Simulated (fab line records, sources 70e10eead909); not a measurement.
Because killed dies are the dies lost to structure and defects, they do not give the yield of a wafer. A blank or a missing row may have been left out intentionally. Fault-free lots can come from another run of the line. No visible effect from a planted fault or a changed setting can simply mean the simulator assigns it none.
Chamber matching -- flow nandHarc -- rieDiel-11 running NHARC_A_CHANNEL_HOLE_D1_ETCH_44: 4 sister chambers
The step etches the open film in CF4/O2, target depth 140 nm, overetch 14 nm, time 77 s. 4 wafers are shown with their chamber, then 10 later ones without.

== WAFERS WITH THEIR CHAMBER ==
wafer,chamber,showerheadPlenumPTorr (Torr)
L084.1,3,1.30
L084.4,0,1.27
L091.3,1,1.41
L091.4,2,1.38

== WAFERS WITHOUT THEIR CHAMBER ==
wafer,showerheadPlenumPTorr (Torr)
L091.5,1.42
L093.1,1.41
L093.3,1.27
L093.5,1.30
L097.1,1.38
L097.2,1.30
L097.6,1.38
L097.3,1.41
L097.4,1.27
L097.5,1.30

== THE CHAMBER EACH PASSED THROUGH ==
wafer,from the rows above,in truth
L091.5,1,1
L093.1,1,1
L093.3,0,0
L093.5,3,3
L097.1,2,2
L097.2,3,3
L097.6,2,2
L097.3,1,1
L097.4,0,0
L097.5,3,3
10 of 10 placed correctly. From these rows, 0 cannot be placed. Number placed wrongly: 0.
How it was worked out, from the rows above alone: a wafer's distance from a chamber is the root of the sum, over the readings, of the square of ((its reading less the chamber's mean) divided by the reading's scatter). The wafer belongs to the nearest chamber; if the next one is less than 2 further off, it can't be placed. For every chamber, the mean is computed from those of its wafers that are shown. The scatter (one wafer shown for each chamber): square how far every hidden wafer sits from the nearest shown wafer, average those squares and take the square root.
